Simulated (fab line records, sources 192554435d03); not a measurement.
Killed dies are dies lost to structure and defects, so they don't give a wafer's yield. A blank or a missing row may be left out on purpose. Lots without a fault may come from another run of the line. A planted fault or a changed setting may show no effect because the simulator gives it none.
Chamber matching | flow n5_finfet | N5_BEOL_M10_CURE_71 on uv_cure-01: 3 sister chambers
The step cures SiCOH lowk, time 240 s. 3 wafers are shown with their chamber, then 12 later ones without.

WAFERS WITH THEIR CHAMBER
wafer  | chamber | wafer_temp_C_max
L084.5 | 0       | 386.6
L086.6 | 2       | 385.6
L093.6 | 1       | 388.3

WAFERS WITHOUT THEIR CHAMBER
wafer  | wafer_temp_C_max
L094.1 | 386.7
L094.2 | 386.5
L094.4 | 387.5
L095.2 | 387.3
L095.5 | 386.7
L095.6 | 386.8
L097.1 | 386.5
L097.3 | 386.5
L097.5 | 386.4
L097.2 | 386.9
L097.4 | 386.2
L097.6 | 386.3

WHICH CHAMBER EACH WENT THROUGH
wafer  | from the rows above     | in truth
L094.1 | 0                       | 0
L094.2 | 0                       | 0
L094.4 | can't be placed: 1 or 0 | 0
L095.2 | can't be placed: 0 or 1 | 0
L095.5 | 0                       | 0
L095.6 | 0                       | 0
L097.1 | 0                       | 0
L097.3 | 0                       | 0
L097.5 | can't be placed: 0 or 2 | 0
L097.2 | 0                       | 0
L097.4 | can't be placed: 0 or 2 | 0
L097.6 | can't be placed: 0 or 2 | 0
Placed correctly: 7 of 12. Can't be placed from these rows: 5 (the true chamber is among the candidates in 5). Placed wrongly: 0.
How it was worked out, from the rows above alone: a wafer's distance from a chamber is the root of the sum, over the readings, of the square of ((its reading less the chamber's mean) divided by the reading's scatter). The wafer belongs to the nearest chamber; if the next one is less than 2 further off, it can't be placed. A chamber's mean is the mean of its shown wafers. The scatter: with one shown wafer a chamber, the root of the mean of the squares of how far each hidden wafer lies from its nearest shown one.
